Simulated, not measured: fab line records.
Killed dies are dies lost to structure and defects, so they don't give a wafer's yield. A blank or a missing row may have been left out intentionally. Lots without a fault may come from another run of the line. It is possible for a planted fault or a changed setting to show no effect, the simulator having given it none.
Which tool is to blame? | flow nand-harc | Sampling: 15 lots, 43 wafers, 3 of 1302 route steps

WHAT EACH GAUGE READ, for each wafer
NHARC_P_STI_OVL_MEAS_10.
lot  | measured     | on         | overlay-x-nm (nm) | overlay-y-nm (nm)
L121 | day 3 02:18  | overlay-01 | 2 1 2             | -5 -4 -4
L122 | day 3 10:47  | overlay-01 | -6 -6 -6          | 8 9 8
L123 | day 3 19:22  | overlay-02 | 0 0 -1            | -3 -3 -3
L124 | day 4 03:44  | overlay-01 | 3 3 3             | 8 9 9
L125 | day 4 14:40  | overlay-01 | 2 1 1             | 1 2 1
L126 | day 4 22:00  | overlay-01 | 4 4 4             | -5 -5 -5
L127 | day 5 08:23  | overlay-01 | 1 0 0             | -1 -1 -1
L128 | day 5 22:19  | overlay-02 | 7 7 6             | 2 2 2
L129 | day 6 04:36  | overlay-01 | 1 1 1             | 2 2 3
L131 | day 7 02:24  | overlay-02 | -5 -5 -5          | -5 -5 -6
L132 | day 7 14:55  | overlay-02 | 6 5 6             | -10 -10 -10
L133 | day 7 20:17  | overlay-02 | 3 3 3             | -3 -2 -3
L135 | day 8 14:44  | overlay-02 | -7 -8             | -2 -1
L138 | day 9 23:41  | overlay-02 | -8 -9             | -8 -8
L139 | day 10 07:22 | overlay-02 | 14 13 13          | 1 1 1

NHARC_P_STI_INSPECT_25.
lot  | measured     | on                | raw-defect-count
L121 | day 4 09:24  | defect-inspect-01 | 236 217 241
L122 | day 4 17:56  | defect-inspect-01 | 322 120 352
L123 | day 5 03:42  | defect-inspect-01 | 198 179 155
L124 | day 5 03:42  | defect-inspect-02 | 248 250 264
L125 | day 5 20:56  | defect-inspect-02 | 222 172 205
L126 | day 6 02:33  | defect-inspect-02 | 264 301 142
L127 | day 6 15:31  | defect-inspect-02 | 211 159 206
L128 | day 7 09:22  | defect-inspect-02 | 164 133 175
L129 | day 7 09:22  | defect-inspect-01 | 429 320 221
L131 | day 8 02:01  | defect-inspect-02 | 270 166 251
L132 | day 8 18:59  | defect-inspect-01 | 245 166 141
L133 | day 9 01:13  | defect-inspect-01 | 132 196 235
L135 | day 10 01:08 | defect-inspect-02 | 140 248
L138 | day 11 05:23 | defect-inspect-01 | 227 418
L139 | day 11 13:02 | defect-inspect-01 | 293 269 238

EACH LOT AND THE TOOL THAT RAN IT (in order: tool; ch and the chambers of the sampled wafers; start)
lot  | NHARC_P_STI_DESCUM_14
L121 | rie-diel-09 ch 0,1, day 3 02:29
L122 | rie-diel-04 ch 0,1,3, day 3 10:59
L123 | rie-diel-08 ch 1,2,3, day 3 19:32
L124 | rie-diel-04 ch 2,3, day 4 03:55
L125 | rie-diel-04 ch 0,1, day 4 14:50
L126 | rie-diel-04 ch 1,2, day 4 22:11
L127 | rie-diel-09 ch 0,1,2, day 5 08:33
L128 | rie-diel-04 ch 0,1,2, day 5 22:30
L129 | rie-diel-09 ch 0,2,3, day 6 04:46
L131 | rie-diel-08 ch 0,3, day 7 02:34
L132 | rie-diel-09 ch 1,2,3, day 7 15:05
L133 | rie-diel-04 ch 0,1,3, day 7 20:28
L135 | rie-diel-08 ch 1,3, day 8 14:56
L138 | rie-diel-04 ch 0,3, day 9 23:51
L139 | rie-diel-09 ch 1,3, day 10 07:32
- NHARC_P_STI_DESCUM_14: chemistry O2, time 3 s.

AS READ BY THE TOOLS THEMSELVES (means over the sampled wafers that have a number; for cases with no such wafer, the mark the record gives instead)
NHARC_P_STI_DESCUM_14.
lot  | tool        | drypump-motor-current-A (A) | o2-flow-sccm (sccm) | oes-product-au (a.u.) | rf-vpp-V (V) | showerhead-plenum-p-Torr (Torr) | throttle-valve-pct (%)
L121 | rie-diel-09 | 5.6                         | 200.3               | 1.002                 | 58.2         | 1.97                            | 11.312
L122 | rie-diel-04 | 5.4                         | 199.5               | 0.994                 | 57.1         | 1.87                            | 11.308
L123 | rie-diel-08 | 5.8                         | 199.7               | 0.990                 | 57.5         | 1.98                            | 11.313
L124 | rie-diel-04 | 6.0                         | 199.4               | 1.019                 | 58.0         | 1.96                            | 11.314
L125 | rie-diel-04 | 5.3                         | 199.7               | 0.994                 | 57.2         | 1.91                            | 11.322
L126 | rie-diel-04 | 5.6                         | 199.4               | 1.006                 | 57.7         | 1.96                            | 11.322
L127 | rie-diel-09 | 5.5                         | 200.2               | 0.993                 | 58.2         | 1.95                            | 11.311
L128 | rie-diel-04 | 5.7                         | 199.7               | 1.003                 | 58.7         | 1.96                            | 11.309
L129 | rie-diel-09 | 5.5                         | 200.1               | 1.011                 | 58.7         | 2.02                            | 11.314
L131 | rie-diel-08 | 5.8                         | 199.8               | 1.007                 | 58.4         | 1.96                            | 11.304
L132 | rie-diel-09 | 5.7                         | 200.2               | 1.008                 | 58.4         | 1.93                            | 11.306
L133 | rie-diel-04 | 5.4                         | 199.8               | 0.996                 | 57.0         | 1.87                            | 11.302
L135 | rie-diel-08 | 5.8                         | 199.2               | 0.990                 | 58.1         | 1.93                            | 11.304
L138 | rie-diel-04 | 5.5                         | 199.8               | 1.002                 | 58.0         | 1.84                            | 11.310
L139 | rie-diel-09 | 6.0                         | 199.9               | 1.011                 | 57.9         | 1.85                            | 11.315

THE ANSWER, worked out from the rows above alone
Rule: usual is defined by the lots themselves. Put in order of their means at a reading, lots are off if they are a third of the lots or fewer, leave a main group of 4 or more, and stand apart from it by a gap of 3 or more times the standard deviation of the main group's means; of several such gaps the widest counts. If all means in a main group match to the digits the tables above print for the reading, that group is not used. A lot without any number at a reading at which 4 lots or more have one is off too. Any other lot the step has rows for is counted as sound. The gauges are gone through in route order, then the tools' own readings, and for those a lot's mean is taken as printed above. The first step at which some lot is off is used, and at that step the reading that is off furthest; a lot without a number counts as furthest.
Nothing can be told from this: no lot is off at any reading shown.

WHAT THE SIMULATOR PUT IN
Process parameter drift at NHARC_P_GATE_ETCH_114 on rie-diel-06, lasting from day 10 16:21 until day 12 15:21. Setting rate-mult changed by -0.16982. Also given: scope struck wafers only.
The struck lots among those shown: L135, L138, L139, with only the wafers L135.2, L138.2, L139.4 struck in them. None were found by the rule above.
